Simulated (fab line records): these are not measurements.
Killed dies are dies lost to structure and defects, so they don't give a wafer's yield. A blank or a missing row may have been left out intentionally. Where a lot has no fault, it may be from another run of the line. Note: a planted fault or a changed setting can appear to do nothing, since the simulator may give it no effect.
Matching of chambers | flow n5-finfet | pecvd-03 running N5_BEOL_M6_ILD_DEP_00: 3 sister chambers
The step deposits SiCOH lowk from DEMS/porogen, target thk 179.75 nm, time 33.4 s. 6 wafers are shown with their chamber, then 7 later ones without.

EACH WAFER AND ITS CHAMBER
wafer  | chamber | showerhead-vpp-V (V) | showerhead-plenum-p-Torr (Torr)
L077.1 | 2       | 1424                 | 5.763
L077.3 | 0       | 1399                 | 5.735
L080.4 | 2       | 1401                 | 5.744
L080.5 | 1       | 1297                 | 5.734
L082.2 | 1       | 1303                 | 5.736
L082.3 | 0       | 1408                 | 5.733

WAFERS WITHOUT THEIR CHAMBER
wafer  | showerhead-vpp-V (V) | showerhead-plenum-p-Torr (Torr)
L082.6 | 1287                 | 5.742
L085.1 | 1299                 | 5.760
L085.4 | 1407                 | 5.748
L085.6 | 1299                 | 5.730
L097.1 | 1276                 | 5.734
L097.4 | 1293                 | 5.735
L097.5 | 1433                 | 5.753

EACH ONE'S CHAMBER
wafer  | from the rows above     | in truth
L082.6 | 1                       | 1
L085.1 | 1                       | 1
L085.4 | can't be placed: 2 or 0 | 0
L085.6 | 1                       | 1
L097.1 | 1                       | 1
L097.4 | 1                       | 1
L097.5 | can't be placed: 2 or 0 | 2
Placed correctly: 5 of 7. Cannot be placed on the basis of these rows: 2; the candidates contain the true chamber in 2. Wrongly placed: 0.
How it was worked out, from the rows above alone: a wafer's distance from a chamber is the root of the sum, over the readings, of the square of ((its reading less the chamber's mean) divided by the reading's scatter). If the next closest chamber is less than 2 further off than the closest, the wafer can't be placed; otherwise it belongs to the closest. The mean given for a chamber averages the wafers shown for that chamber. The scatter: the root of (the sum of the squares of (reading less its chamber's mean) over the shown wafers, divided by (wafers less chambers)).
